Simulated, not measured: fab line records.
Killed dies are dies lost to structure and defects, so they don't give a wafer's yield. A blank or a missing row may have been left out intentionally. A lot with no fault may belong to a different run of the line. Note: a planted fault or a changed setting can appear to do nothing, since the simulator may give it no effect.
fab line records	flow nandHarc
record lots=12	wafers=36	lastDay=34
route steps=1302 shown A_M0@1159 A_M1@1186 THIN_TSV@1275 END@1302
lots that met no fault: from a run of the same line without faults
startH: hours from the record's opening day to when the first of the lot's shown wafers began	waitH: how many hours have passed since the lot's step before this one	" the same as in the row above	L1.1+2: a row that stands for several wafers	- either no value or no given start	* or withheld: withheld	< > ~ a bound
route shown NAME@n: a module of which the file shows steps, and the number in the route of the first	usual: the fault-free wafers' mean and standard deviation	same: alike in all rows	chamber/n: place in a boat	sites: the reading at each site	_std_site: standard deviation across them	_edge_site: outer sites' mean less inner sites'	radiusMm: how far each site lies from the wafer's centre	mask NAME#n: copy n	behind: tool/chamber where the wafer was last shaped	hold: what put the lot on hold/how long, in hours/how the hold closed	device: which transistor (n, p or np) failed to switch	end of line: the route-end tests of the same wafers	a step given without rows: its recipe and nothing more	killed: not the wafer's yield, but the dies lost to structure and defects at the first sort	map: a wafer's dies, x killed, . not, _ none there
set.NAME: the setting as run; set.NAME@STEP: as run at that earlier step	model.NAME: the simulator's own value behind a step, which no gauge read
one table for each step of the route and one row for each wafer, over a sample of lots
services: a tool's chamber out of use, with start hour (startH, from the record's first day; less than 0 if before it), hours out, and reason
## steps
# step NHARC_A_M0_PVD_21
# recipe targetThkA=300	chamberPressurePa=5	powerW=5000	substrateTempC=30	timeS=20.49	material=Cu
# usual throttleValvePct=29.3/1
lot.wafer	tool	chamber	startH	waitH	throttleValvePct
L303.2	pvdSputter-01	-	544.23	-	30.7
L303.4	"	-	"	"	29.8
L303.6	"	-	"	"	31.0
L306.4	pvdSputter-02	-	559.36	-	28.0
L306.2	"	-	"	"	30.9
L306.1	"	-	"	"	29.1
L305.2	pvdSputter-03	-	566.36	-	28.6
L305.5	"	-	"	"	28.7
L305.6	"	-	"	"	27.8
L310.3	pvdSputter-02	-	604.10	-	29.8
L310.1	"	-	"	"	29.3
L310.5	"	-	"	"	29.6
L308.1	pvdSputter-02	-	612.76	-	29.4
L308.5	"	-	"	"	29.8
L308.6	"	-	"	"	29.4
L307.1	pvdSputter-01	-	617.16	-	29.6
L307.4	"	-	"	"	29.6
L307.2	"	-	"	"	28.9
L309.4	pvdSputter-03	-	617.78	-	28.4
L309.1	"	-	"	"	28.8
L309.3	"	-	"	"	28.1
L314.4	pvdSputter-01	-	654.04	-	29.8
L314.1	"	-	"	"	28.6
L314.6	"	-	"	"	29.6
L319.4	pvdSputter-01	-	703.98	-	29.2
L319.2	"	-	"	"	29.0
L319.5	"	-	"	"	29.7
L323.2	pvdSputter-03	-	742.48	-	28.2
L323.1	"	-	"	"	28.3
L323.5	"	-	"	"	29.2
L322.1	pvdSputter-02	-	763.29	-	29.9
L322.3	"	-	"	"	32.3
L322.6	"	-	"	"	29.8
L321.3	pvdSputter-03	-	767.46	-	28.3
L321.4	"	-	"	"	28.2
L321.6	"	-	"	"	28.9
# step NHARC_A_M1_STRIP_18
# recipe powerW=1000	n2FlowSccm=150	h2FlowSccm=150	arFlowSccm=0	biasW=0	chemistry=N2/H2
# usual drypumpMotorCurrentA=5.5/0.4	oesProductAu=1.002/0.011	rfVppV=91.0/0.93	showerheadPlenumPTorr=2.08/0.091	throttleValvePct=14.171/0.0084
lot.wafer	tool	chamber	startH	waitH	drypumpMotorCurrentA	oesProductAu	rfHoursCounterH	rfVppV	showerheadPlenumPTorr	throttleValvePct
L303.2	rieDiel-02	3	547.47	0.1	5.8	1.007	3.9	91.2	2.01	14.172
L303.4	"	1	"	"	5.3	0.997	4.0	92.0	2.19	14.167
L303.6	"	2	"	"	5.6	0.991	-	91.8	2.13	14.162
L306.2	rieDiel-02	0	562.69	0.1	5.6	1.006	4.5	89.4	2.07	14.167
L306.1	"	1	"	"	5.3	1.007	4.5	91.7	2.18	14.155
L306.4	"	2	"	"	5.6	0.997	4.0	90.6	2.13	14.183
L305.2	rieDiel-05	1	569.74	0.1	5.3	1.002	8.2	91.4	2.15	14.180
L305.6	"	2	"	"	5.5	1.015	-	91.8	2.16	14.172
L305.5	"	3	"	"	6.2	0.998	-	90.3	1.94	14.178
L310.3	rieDiel-05	3	607.55	0.1	6.2	0.999	0.3	90.0	1.94	14.158
L310.1	"	0	"	"	5.8	0.999	0.3	92.5	2.09	14.167
L310.5	"	3	"	"	6.1	1.000	-	90.6	1.94	14.180
L308.1	rieDiel-13	1	616.00	0.1	5.0	1.024	3.9	91.0	2.07	14.165
L308.5	"	3	"	"	5.7	1.012	-	89.0	1.88	14.164
L308.6	"	1	"	"	5.0	1.024	-	90.8	2.07	14.187
L307.2	rieDiel-13	3	620.57	0.1	5.7	1.013	5.0	89.7	1.88	14.179
L307.1	"	1	"	"	4.9	1.011	4.7	90.3	2.07	14.167
L307.4	"	2	"	"	5.0	0.989	-	91.7	2.17	14.179
L309.3	rieDiel-05	0	621.09	0.1	5.8	1.008	1.4	91.2	2.09	14.172
L309.4	"	1	"	"	5.3	0.998	0.9	91.5	2.15	14.180
L309.1	"	2	"	"	5.5	0.992	0.8	91.5	2.16	14.160
L314.4	rieDiel-13	0	657.33	0.1	6.3	0.996	7.3	92.7	2.15	14.173
L314.1	"	1	"	"	4.9	1.017	7.8	91.9	2.07	14.165
L314.6	"	1	"	"	5.0	1.031	-	91.3	2.07	14.164
L319.2	rieDiel-02	3	707.40	0.1	5.8	0.991	3.2	89.9	2.01	14.160
L323.1	rieDiel-02	1	745.64	0.1	5.3	0.984	3.8	91.5	2.18	14.180
L323.2	"	0	"	"	5.5	0.996	4.1	90.5	2.06	14.165
L323.5	"	1	"	"	5.3	0.987	-	92.6	2.18	14.174
L322.3	rieDiel-02	1	766.45	0.1	5.3	0.992	0.6	90.9	2.18	14.155
L322.1	"	3	"	"	5.8	0.997	0.3	90.1	2.01	14.168
L322.6	"	2	"	"	5.6	0.986	-	89.9	2.13	14.174
L321.4	rieDiel-02	3	770.74	0.1	5.8	1.011	0.4	91.5	2.01	14.175
L321.3	"	1	"	"	5.3	1.004	0.7	92.3	2.18	14.175
L321.6	"	3	"	"	5.8	1.005	-	89.8	2.01	14.175
# step NHARC_A_M1_PVD_21
# recipe targetThkA=300	chamberPressurePa=5	powerW=5000	substrateTempC=30	timeS=20.49	material=Cu
# usual throttleValvePct=29.6/1
lot.wafer	tool	chamber	startH	waitH	throttleValvePct
L303.4	pvdSputter-01	-	-	-	30.9
L303.2	"	-	"	"	29.7
L303.6	"	-	"	"	30.9
L306.1	pvdSputter-01	-	-	-	30.7
L306.4	"	-	"	"	30.9
L306.2	"	-	"	"	29.7
L305.2	pvdSputter-01	-	-	-	30.8
L305.5	"	-	"	"	30.9
L305.6	"	-	"	"	29.8
L310.3	pvdSputter-02	-	-	-	31.3
L310.1	"	-	"	"	29.5
L310.5	"	-	"	"	31.0
L308.1	pvdSputter-02	-	-	-	29.4
L308.6	"	-	"	"	28.1
L308.5	"	-	"	"	31.3
L307.1	pvdSputter-02	-	-	-	29.2
L307.4	"	-	"	"	28.0
L307.2	"	-	"	"	31.1
L309.1	pvdSputter-03	-	-	-	28.1
L309.4	"	-	"	"	28.8
L309.3	"	-	"	"	28.7
L314.1	pvdSputter-01	-	-	-	29.9
L314.4	"	-	"	"	29.8
L314.6	"	-	"	"	31.1
L319.2	pvdSputter-01	-	-	-	31.2
L323.1	pvdSputter-03	-	-	-	28.3
L323.2	"	-	"	"	29.4
L323.5	"	-	"	"	29.6
L322.3	pvdSputter-02	-	-	-	32.1
L322.1	"	-	"	"	29.4
L322.6	"	-	"	"	30.0
L321.4	pvdSputter-01	-	-	-	30.1
L321.3	"	-	"	"	29.1
L321.6	"	-	"	"	30.0
# step NHARC_THIN_TSV_ANNEAL_52
# recipe tempC=225	timeS=90
# usual annealTempCMax=226.4/0.47	wafer_temp_C_max=226.04/0.26
lot.wafer	tool	chamber	startH	waitH	annealTempCMax	wafer_temp_C_max
L303.2	rtpAnneal-01	0	569.76	0.7	226.2	225.95
L303.4	"	0	"	"	226.8	226.01
L303.6	"	0	"	"	226.6	225.57
L306.1	rtpAnneal-01	0	588.13	0.5	227.0	225.95
L306.2	"	0	"	"	226.5	226.17
L306.4	"	0	"	"	226.7	225.94
L305.2	rtpAnneal-01	0	592.64	0.6	226.7	225.51
L305.5	"	0	"	"	226.5	226.09
L305.6	"	0	"	"	226.9	225.86
L310.1	rtpAnneal-02	0	634.38	0.7	226.0	225.68
L310.3	"	0	"	"	226.1	225.89
L310.5	"	0	"	"	226.1	226.04
L308.1	rtpAnneal-01	0	639.14	0.5	227.3	226.45
L308.5	"	0	"	"	226.7	226.03
L308.6	"	0	"	"	227.1	226.09
L307.1	rtpAnneal-01	0	644.11	0.5	226.7	226.20
L307.2	"	0	"	"	226.7	225.89
L307.4	"	0	"	"	226.6	226.14
L309.1	rtpAnneal-01	0	645.06	0.6	226.7	226.27
L309.3	"	0	"	"	226.3	225.80
L309.4	"	0	"	"	226.6	226.27
L314.1	rtpAnneal-01	0	681.79	0.6	226.3	225.95
L314.4	"	0	"	"	226.3	226.04
L314.6	"	0	"	"	226.5	225.91
L319.2	rtpAnneal-02	0	729.79	0.7	226.1	225.75
L323.1	rtpAnneal-01	0	780.90	0.6	227.4	225.82
L323.2	"	0	"	"	227.4	226.12
L323.5	"	0	"	"	227.1	226.15
L321.3	rtpAnneal-02	0	792.11	0.6	226.3	226.12
L321.4	"	0	"	"	226.1	226.75
L321.6	"	0	"	"	225.9	225.77
L322.1	rtpAnneal-02	0	794.47	0.6	226.0	226.23
L322.3	"	0	"	"	226.2	225.96
L322.6	"	0	"	"	226.1	225.92
# step NHARC_END_SORT_01
# recipe tempC=25
# usual defectLimitedYield=93.3/1.5	killedAtArray=41/10	killedAtOther=0.8/0.91	killedAtPeriphery=4.2/2.9	killedDies=46/10	killedOpen=3.5/2.1	killedShort=2.5/1.6	sort_bin_2_pct=2.4/0.71	sort_bin_3_pct=0.6/0.33	sort_bin_4_pct=3.8/0.93	sortNPass=631/10	sortRimYieldPct=86/4.5	sortYieldPct=93.3/1.5
# same grossDies=677	sort_bin_5_pct[%]=0	sort_bin_6_pct[%]=0	sort_bin_7_pct[%]=0	sort_bin_8_pct[%]=0	sortRimNGross=106.00
lot.wafer	tool	chamber	startH	waitH	hold	defectLimitedYield[%]	killedAtArray	killedAtOther	killedAtPeriphery	killedDies	killedOpen	killedShort	sort_bin_2_pct[%]	sort_bin_3_pct[%]	sort_bin_4_pct[%]	sortNPass	sortRimYieldPct[%]	sortYieldPct[%]
L303.2	prober-02	0	578.68	2.8	-	91.7	52	1	3	56	4	6	3.4	0.6	4.3	621	83	91.7
L303.4	prober-02	0	580.25	3.4	-	92.2	52	1	0	53	4	3	2.8	0.6	4.4	624	83	92.2
L303.6	prober-02	0	581.83	3.9	-	91.0	58	1	2	61	6	3	2.4	1.0	5.6	616	83	91.0
L306.1	prober-01	0	600.52	2.5	-	95.6	28	1	1	30	3	1	1.3	0.1	3.0	647	92	95.6
L306.2	prober-01	0	601.32	2.8	-	95.6	26	0	4	30	7	0	1.5	0.1	2.8	647	92	95.6
L306.4	prober-01	0	602.92	3.4	-	94.8	32	1	2	35	3	4	1.5	0.1	3.5	642	92	94.8
L305.2	prober-02	0	604.47	2.8	-	93.5	44	0	0	44	0	1	3.0	0.1	3.4	633	82	93.5
L305.5	prober-02	0	606.86	3.7	-	93.4	40	0	5	45	6	3	2.7	0.3	3.7	632	82	93.4
L305.6	prober-02	0	607.66	4.0	-	91.3	53	4	2	59	3	5	2.8	1.6	4.3	618	85	91.3
L308.1	prober-01	0	648.90	2.5	-	94.2	36	1	2	39	4	4	2.1	0.9	2.8	638	92	94.2
L308.5	prober-01	0	652.09	3.7	-	93.9	35	2	4	41	3	4	1.8	0.6	3.7	636	88	93.9
L308.6	prober-01	0	652.89	4.0	-	93.4	42	2	1	45	4	2	2.5	0.4	3.7	632	88	93.4
L310.1	prober-02	0	648.99	2.5	-	95.4	22	2	7	31	3	4	1.6	0.6	2.4	646	89	95.4
L310.3	prober-02	0	650.60	3.1	-	95.0	24	1	9	34	3	5	1.3	0.3	3.4	643	87	95.0
L310.5	prober-02	0	652.21	3.7	-	95.3	20	0	12	32	4	2	1.8	0.1	2.8	645	90	95.3
L307.1	prober-01	0	656.72	2.5	-	93.1	44	1	2	47	6	0	2.4	0.3	4.3	630	90	93.1
L307.2	prober-01	0	657.52	2.8	-	92.9	46	0	2	48	4	5	1.2	0.7	5.2	629	87	92.9
L307.4	prober-01	0	659.11	3.4	-	93.6	40	0	3	43	8	0	2.7	0.4	3.2	634	84	93.6
L309.1	prober-02	0	656.84	2.5	-	90.5	58	0	6	64	2	3	3.2	0.9	5.3	613	80	90.5
L309.3	prober-02	0	658.43	3.1	-	90.7	53	2	8	63	9	0	2.5	1.2	5.6	614	77	90.7
L309.4	prober-02	0	659.23	3.4	-	90.5	58	0	6	64	3	4	3.8	1.3	4.3	613	78	90.5
L314.1	prober-01	0	692.74	2.5	-	94.5	32	0	5	37	1	2	2.4	0.4	2.7	640	86	94.5
L314.4	prober-01	0	695.11	3.4	-	91.9	46	0	9	55	3	2	3.2	0.3	4.6	622	78	91.9
L314.6	prober-01	0	696.69	4.0	-	94.2	32	0	7	39	1	3	1.5	0.4	3.8	638	85	94.2
L319.2	prober-01	0	740.38	2.8	awaitDispo/3.3h/release	92.8	49	0	0	49	4	0	3.4	0.3	3.5	628	82	92.8
L319.4	prober-01	0	741.98	3.4	awaitDispo/3.3h/release	0	674	2	1	677	5	3	96.3	0.6	3.1	0	0	0
L319.5	prober-01	0	742.78	3.7	awaitDispo/3.3h/release	0	673	1	3	677	3	3	95.0	1.2	3.8	0	0	0
L323.1	prober-02	0	792.30	2.5	-	93.6	41	0	2	43	2	0	2.1	0.4	3.8	634	82	93.6
L323.2	prober-02	0	793.09	2.8	-	93.4	41	0	4	45	2	2	2.8	0.6	3.2	632	85	93.4
L323.5	prober-02	0	795.45	3.6	-	94.2	33	1	5	39	8	1	1.5	0.4	3.8	638	87	94.2
L322.1	prober-02	0	803.08	2.5	-	92.9	41	0	7	48	2	4	2.4	1.3	3.4	629	88	92.9
L322.3	prober-02	0	804.68	3.1	-	92.0	49	1	4	54	2	4	3.0	0.7	4.3	623	89	92.0
L322.6	prober-02	0	807.08	4.0	-	90.5	56	2	6	64	3	6	4.0	1.0	4.4	613	83	90.5
L321.3	prober-01	0	804.68	3.1	-	93.4	37	1	7	45	2	1	2.5	0.4	3.7	632	91	93.4
L321.4	prober-01	0	805.47	3.4	-	92.8	38	2	9	49	2	3	2.7	0.4	4.1	628	90	92.8
L321.6	prober-01	0	807.06	4.0	-	92.5	40	1	10	51	2	2	2.8	0.4	4.3	626	86	92.5
# killed by level:class
L303.2 A_CHANNEL_HOLE_D1:chamberFilmFlake=17 A_SLIT:chamberFilmFlake=11 A_STAIRCASE:chamberFilmFlake=4 A_CONTACT:chamberFilmFlake=3 P_M0:geometricParticle:open=2 A_CHANNEL_FILL_D1:geometricParticle:short=2 A_DECK1_JOINT:chamberFilmFlake=2 A_CHANNEL_HOLE_D2:chamberFilmFlake=2
L303.4 A_CHANNEL_HOLE_D1:chamberFilmFlake=17 A_SLIT:chamberFilmFlake=12 A_CHANNEL_HOLE_D2:chamberFilmFlake=4 A_STAIRCASE:chamberFilmFlake=4 A_CONTACT:unspecified=3 A_DECK1_JOINT:geometricParticle:short=2 A_ZERO_WELL:chamberFilmFlake=2 A_CHANNEL_FILL_D1:geometricParticle:open=1
L303.6 A_CHANNEL_HOLE_D1:chamberFilmFlake=19 A_SLIT:chamberFilmFlake=13 A_CHANNEL_HOLE_D2:chamberFilmFlake=8 A_STAIRCASE:chamberFilmFlake=5 A_CONTACT:unspecified=4 A_CONTACT:chamberFilmFlake=2 P_M0:geometricParticle:open=1 P_M0:geometricParticle:short=1
L306.1 A_CONTACT:chamberFilmFlake=8 A_CHANNEL_HOLE_D2:chamberFilmFlake=7 A_ZERO_WELL:chamberFilmFlake=2 A_CHANNEL_HOLE_D1:chamberFilmFlake=2 A_BONDPAD:chamberFilmFlake=2 A_ONON_D1:geometricParticle:open=1 A_CHANNEL_FILL_D2:geometricParticle:open=1 A_M0:geometricParticle:short=1
L306.2 A_CHANNEL_HOLE_D2:chamberFilmFlake=8 A_CONTACT:chamberFilmFlake=7 A_BONDPAD:chamberFilmFlake=3 P_M1:geometricParticle:open=2 A_CHANNEL_HOLE_D1:chamberFilmFlake=2 A_STAIRCASE:chamberFilmFlake=2 P_STI:geometricParticle:open=1 P_M0:geometricParticle:open=1
L306.4 A_CONTACT:chamberFilmFlake=7 A_CHANNEL_HOLE_D2:chamberFilmFlake=5 A_CHANNEL_HOLE_D1:chamberFilmFlake=4 A_BONDPAD:chamberFilmFlake=4 A_STAIRCASE:chamberFilmFlake=3 A_DECK1_JOINT:geometricParticle:short=2 A_SLIT:chamberFilmFlake=2 P_GATE:geometricParticle:short=1
L305.2 A_CHANNEL_HOLE_D2:chamberFilmFlake=15 A_CHANNEL_HOLE_D1:chamberFilmFlake=11 A_SLIT:chamberFilmFlake=10 A_CONTACT:chamberFilmFlake=4 A_ONON_D2:geometricParticle:short=1 A_DECK1_JOINT:chamberFilmFlake=1 A_STAIRCASE:chamberFilmFlake=1 A_SGD_CUT:chamberFilmFlake=1
L305.5 A_CHANNEL_HOLE_D1:chamberFilmFlake=11 A_CHANNEL_HOLE_D2:chamberFilmFlake=10 A_SLIT:chamberFilmFlake=9 P_GATE:chamberFilmFlake=2 A_CONTACT:chamberFilmFlake=2 P_CONTACT:geometricParticle:open=1 P_M0:geometricParticle:short=1 A_ONON_D1:geometricParticle:open=1
L305.6 A_CHANNEL_HOLE_D2:chamberFilmFlake=14 A_SLIT:chamberFilmFlake=14 A_CHANNEL_HOLE_D1:chamberFilmFlake=12 THIN_TSV:chamberFilmFlake=4 A_CONTACT:chamberFilmFlake=3 A_M0:geometricParticle:short=2 A_CHANNEL_FILL_D1:chamberFilmFlake=2 P_GATE:geometricParticle:open=1
L308.1 A_SLIT:chamberFilmFlake=14 A_CHANNEL_HOLE_D1:chamberFilmFlake=5 A_CHANNEL_HOLE_D2:chamberFilmFlake=3 A_CONTACT:chamberFilmFlake=3 P_M0:geometricParticle:short=2 A_M0:geometricParticle:open=2 A_ZERO_WELL:chamberFilmFlake=2 A_DECK1_JOINT:chamberFilmFlake=2
L310.1 A_CHANNEL_HOLE_D2:chamberFilmFlake=7 P_M0:chamberFilmFlake=4 A_CHANNEL_HOLE_D1:chamberFilmFlake=4 A_CHANNEL_FILL_D1:geometricParticle:short=2 A_SLIT:chamberFilmFlake=2 P_M1:geometricParticle:short=1 A_CHANNEL_FILL_D1:geometricParticle:open=1 A_CHANNEL_HOLE_D2:geometricParticle:open=1
L310.3 A_CHANNEL_HOLE_D2:chamberFilmFlake=8 A_CONTACT:chamberFilmFlake=4 P_BONDPAD:chamberFilmFlake=3 A_CHANNEL_HOLE_D1:chamberFilmFlake=3 A_M0:geometricParticle:short=2 P_GATE:chamberFilmFlake=2 P_M0:chamberFilmFlake=2 P_M0:geometricParticle:open=1
L308.5 A_SLIT:chamberFilmFlake=13 A_CHANNEL_HOLE_D2:chamberFilmFlake=9 A_WL_FILL:chamberFilmFlake=2 A_CONTACT:chamberFilmFlake=2 P_GATE:geometricParticle:open=1 A_SOURCE_PLATE:geometricParticle:short=1 A_ONON_D1:geometricParticle:short=1 A_DECK1_JOINT:geometricParticle:short=1
L310.5 A_CHANNEL_HOLE_D2:chamberFilmFlake=12 P_M0:chamberFilmFlake=5 P_BONDPAD:chamberFilmFlake=4 P_STI:geometricParticle:open=1 P_CONTACT:geometricParticle:open=1 A_SOURCE_PLATE:geometricParticle:short=1 A_ONON_D1:geometricParticle:short=1 A_DECK1_JOINT:geometricParticle:open=1
L308.6 A_SLIT:chamberFilmFlake=14 A_CHANNEL_HOLE_D2:chamberFilmFlake=5 A_CHANNEL_HOLE_D1:chamberFilmFlake=4 A_CONTACT:chamberFilmFlake=4 A_BLC:chamberFilmFlake=3 A_CONTACT:geometricParticle:open=2 A_CHANNEL_FILL_D1:chamberFilmFlake=2 A_STAIRCASE:chamberFilmFlake=2
L307.1 A_CHANNEL_HOLE_D1:chamberFilmFlake=20 A_CHANNEL_HOLE_D2:chamberFilmFlake=9 A_STAIRCASE:chamberFilmFlake=8 A_DECK1_JOINT:geometricParticle:open=2 A_CHANNEL_FILL_D2:geometricParticle:open=2 P_ZERO_WELL:chamberFilmFlake=2 A_ONON_D1:geometricParticle:open=1 A_CHANNEL_HOLE_D1:geometricParticle:open=1
L309.1 A_SLIT:chamberFilmFlake=19 A_CHANNEL_HOLE_D1:chamberFilmFlake=15 A_CHANNEL_HOLE_D2:chamberFilmFlake=8 A_CONTACT:chamberFilmFlake=6 P_STI:chamberFilmFlake=3 A_DECK1_JOINT:chamberFilmFlake=2 A_WL_FILL:chamberFilmFlake=2 A_BLC:chamberFilmFlake=2
L307.2 A_CHANNEL_HOLE_D1:chamberFilmFlake=17 A_CHANNEL_HOLE_D2:chamberFilmFlake=7 A_STAIRCASE:chamberFilmFlake=7 A_CONTACT:chamberFilmFlake=4 A_SLIT:chamberFilmFlake=2 P_GATE:geometricParticle:short=1 A_CHANNEL_FILL_D1:geometricParticle:open=1 A_CHANNEL_FILL_D1:geometricParticle:short=1
L309.3 A_SLIT:chamberFilmFlake=16 A_CHANNEL_HOLE_D1:chamberFilmFlake=13 A_CONTACT:chamberFilmFlake=7 A_CHANNEL_HOLE_D2:chamberFilmFlake=6 P_STI:chamberFilmFlake=3 P_M0:geometricParticle:open=2 A_ONON_D2:geometricParticle:open=2 A_CHANNEL_FILL_D1:chamberFilmFlake=2
L307.4 A_CHANNEL_HOLE_D1:chamberFilmFlake=14 A_CHANNEL_HOLE_D2:chamberFilmFlake=7 A_STAIRCASE:chamberFilmFlake=7 A_M0:geometricParticle:open=2 A_SLIT:chamberFilmFlake=2 A_CONTACT:chamberFilmFlake=2 P_CONTACT:geometricParticle:open=1 A_ONON_D1:geometricParticle:open=1
L309.4 A_CHANNEL_HOLE_D1:chamberFilmFlake=22 A_SLIT:chamberFilmFlake=15 A_CHANNEL_HOLE_D2:chamberFilmFlake=11 P_STI:chamberFilmFlake=3 P_ZERO_WELL:chamberFilmFlake=2 A_CONTACT:chamberFilmFlake=2 P_CONTACT:geometricParticle:open=1 A_ONON_D1:geometricParticle:short=1
L314.1 A_CHANNEL_HOLE_D1:chamberFilmFlake=13 A_CHANNEL_HOLE_D2:chamberFilmFlake=10 P_GATE:chamberFilmFlake=5 A_DECK1_JOINT:geometricParticle:short=1 A_SGD_CUT:geometricParticle:short=1 A_M0:geometricParticle:open=1 A_CHANNEL_FILL_D2:chamberFilmFlake=1 A_STAIRCASE:chamberFilmFlake=1
L314.4 A_CHANNEL_HOLE_D1:chamberFilmFlake=20 A_CHANNEL_HOLE_D2:chamberFilmFlake=15 P_GATE:chamberFilmFlake=7 A_STAIRCASE:chamberFilmFlake=2 A_BLC:chamberFilmFlake=2 P_M0:geometricParticle:open=1 P_M1:geometricParticle:open=1 A_SLIT:chamberFilmFlake=1
L314.6 A_CHANNEL_HOLE_D1:chamberFilmFlake=16 P_GATE:chamberFilmFlake=6 A_CHANNEL_HOLE_D2:chamberFilmFlake=5 A_ZERO_WELL:chamberFilmFlake=2 A_STAIRCASE:chamberFilmFlake=2 A_BLC:chamberFilmFlake=2 P_STI:geometricParticle:short=1 A_CHANNEL_HOLE_D1:geometricParticle:short=1
L319.2 A_CHANNEL_HOLE_D2:chamberFilmFlake=15 A_SLIT:chamberFilmFlake=12 A_CONTACT:chamberFilmFlake=6 A_STAIRCASE:chamberFilmFlake=4 A_CHANNEL_HOLE_D1:chamberFilmFlake=3 A_CHANNEL_FILL_D2:chamberFilmFlake=2 A_M1:chamberFilmFlake=2 A_WL_FILL:geometricParticle:open=1
L319.4 A_M0:areaPvd=632 A_SLIT:chamberFilmFlake=13 A_CHANNEL_HOLE_D2:chamberFilmFlake=6 A_CHANNEL_HOLE_D1:chamberFilmFlake=5 A_STAIRCASE:chamberFilmFlake=5 A_ONON_D1:geometricParticle:short=2 A_WL_FILL:chamberFilmFlake=2 A_CONTACT:chamberFilmFlake=2
L319.5 A_M0:areaPvd=618 A_CHANNEL_HOLE_D2:chamberFilmFlake=18 A_SLIT:chamberFilmFlake=14 A_CHANNEL_HOLE_D1:chamberFilmFlake=5 A_M1:chamberFilmFlake=5 A_STAIRCASE:chamberFilmFlake=4 A_CHANNEL_FILL_D2:chamberFilmFlake=3 A_WL_FILL:chamberFilmFlake=2
L323.1 A_SLIT:chamberFilmFlake=15 A_CHANNEL_HOLE_D2:chamberFilmFlake=12 A_CONTACT:chamberFilmFlake=5 A_STAIRCASE:chamberFilmFlake=4 A_WL_FILL:chamberFilmFlake=3 P_CONTACT:geometricParticle:open=1 P_M0:geometricParticle:open=1 A_CHANNEL_HOLE_D1:chamberFilmFlake=1
L323.2 A_CHANNEL_HOLE_D2:chamberFilmFlake=15 A_SLIT:chamberFilmFlake=14 A_CONTACT:chamberFilmFlake=5 P_CONTACT:chamberFilmFlake=2 A_STAIRCASE:chamberFilmFlake=2 A_WL_FILL:chamberFilmFlake=2 P_CONTACT:geometricParticle:short=1 A_CHANNEL_HOLE_D1:geometricParticle:open=1
L323.5 A_SLIT:chamberFilmFlake=11 A_CHANNEL_HOLE_D2:chamberFilmFlake=6 A_CONTACT:chamberFilmFlake=6 A_STAIRCASE:chamberFilmFlake=4 P_GATE:geometricParticle:open=2 A_SGD_CUT:geometricParticle:open=2 P_GATE:chamberFilmFlake=1 P_M0:geometricParticle:open=1
L322.1 A_SLIT:chamberFilmFlake=12 A_CONTACT:chamberFilmFlake=9 A_CHANNEL_HOLE_D2:chamberFilmFlake=8 A_SGD_CUT:chamberFilmFlake=4 P_STI:chamberFilmFlake=2 P_CONTACT:chamberFilmFlake=2 P_BONDPAD:chamberFilmFlake=2 A_STAIRCASE:chamberFilmFlake=2
L321.3 A_SLIT:chamberFilmFlake=15 A_CONTACT:chamberFilmFlake=11 A_CHANNEL_HOLE_D1:chamberFilmFlake=5 P_CONTACT:chamberFilmFlake=4 P_ZERO_WELL:chamberFilmFlake=2 A_WL_FILL:chamberFilmFlake=2 P_CONTACT:geometricParticle:open=1 A_ONON_D1:geometricParticle:open=1
L322.3 A_CONTACT:chamberFilmFlake=15 A_SLIT:chamberFilmFlake=12 A_CHANNEL_HOLE_D2:chamberFilmFlake=9 P_BONDPAD:chamberFilmFlake=3 A_SGD_CUT:chamberFilmFlake=3 A_CHANNEL_FILL_D2:geometricParticle:short=2 A_CHANNEL_FILL_D1:geometricParticle:open=1 A_CHANNEL_FILL_D1:geometricParticle:short=1
L321.4 A_SLIT:chamberFilmFlake=13 A_CONTACT:chamberFilmFlake=10 A_CHANNEL_HOLE_D1:chamberFilmFlake=6 P_CONTACT:chamberFilmFlake=5 P_ZERO_WELL:chamberFilmFlake=3 A_WL_FILL:chamberFilmFlake=3 THIN_TSV:chamberFilmFlake=2 P_M0:geometricParticle:open=1
L321.6 A_SLIT:chamberFilmFlake=14 A_CONTACT:chamberFilmFlake=12 P_CONTACT:chamberFilmFlake=6 A_STAIRCASE:chamberFilmFlake=3 A_CHANNEL_HOLE_D1:chamberFilmFlake=2 A_WL_FILL:chamberFilmFlake=2 A_M1:chamberFilmFlake=2 P_M0:geometricParticle:short=1
L322.6 A_CONTACT:chamberFilmFlake=18 A_CHANNEL_HOLE_D2:chamberFilmFlake=16 A_SLIT:chamberFilmFlake=12 THIN_TSV:chamberFilmFlake=2 P_CONTACT:geometricParticle:short=2 A_DECK1_JOINT:geometricParticle:short=2 A_CHANNEL_FILL_D2:chamberFilmFlake=1 P_M0:geometricParticle:open=1
## services
tool	chamber	startH	hours	kind
pvdSputter-03	-	526.00	10.0	pm
rieDiel-13	1	529.79	1.5	repair
rieDiel-13	1	545.22	1.7	repair
rieDiel-05	1	547.89	9.6	repair
rieDiel-13	2	549.72	9.2	repair
pvdSputter-03	-	561.61	0.8	repair
rieDiel-02	-	570.71	9.0	pm
rieDiel-13	2	573.79	8.5	repair
pvdSputter-01	-	582.05	10.0	pm
rieDiel-05	-	583.60	9.0	pm
rieDiel-02	1	611.72	5.9	repair
pvdSputter-03	-	613.25	3.9	repair
pvdSputter-01	-	613.37	1.2	repair
rieDiel-13	0	613.44	7.1	repair
pvdSputter-03	-	646.89	3.6	repair
rieDiel-13	-	674.40	0.7	repair
pvdSputter-03	-	676.24	2.2	repair
rieDiel-13	3	691.61	19.8	repair
rieDiel-13	-	696.00	9.0	pm
pvdSputter-03	-	704.06	10.0	pm
pvdSputter-01	-	736.70	0.9	repair
rtpAnneal-02	-	744.04	12.0	pm
rieDiel-02	-	747.71	9.0	pm
pvdSputter-01	-	760.05	10.0	pm
## key
firstSign step=NHARC_END_SORT_01	reading=sort_bin_2_pct	direction=up	sigmas=99+	usual=2.4	struck=95.6
effect step=NHARC_END_SORT_01	reading=defectLimitedYield	direction=down	sigmas=63	usual=93.3	struck=0
moreKillsBornAt NHARC_A_M0_PVD_21@pvdSputter-01=1250
metAt NHARC_A_M0_PVD_21
struckLots L319
struckWafers L319.4,L319.5
laterRowsLeftOut L319.4,L319.5
notActingAt NHARC_A_M1_STRIP_18,NHARC_A_M1_PVD_21,NHARC_THIN_TSV_ANNEAL_52
onsetBetween 617.16 703.98
fault kind=processParameterDrift	tool=pvdSputter-01	chamber=-	onsetH=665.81	steps=NHARC_A_M0_PVD_21	channel=targetThkA	offset=*	shape=step	endH=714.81	actsIn=*	stated=*	scope=struckWafersOnly
# laterRowsLeftOut: the simulator's readings of these wafers behind a module that went badly wrong aren't trusted and aren't shown, but for the sort
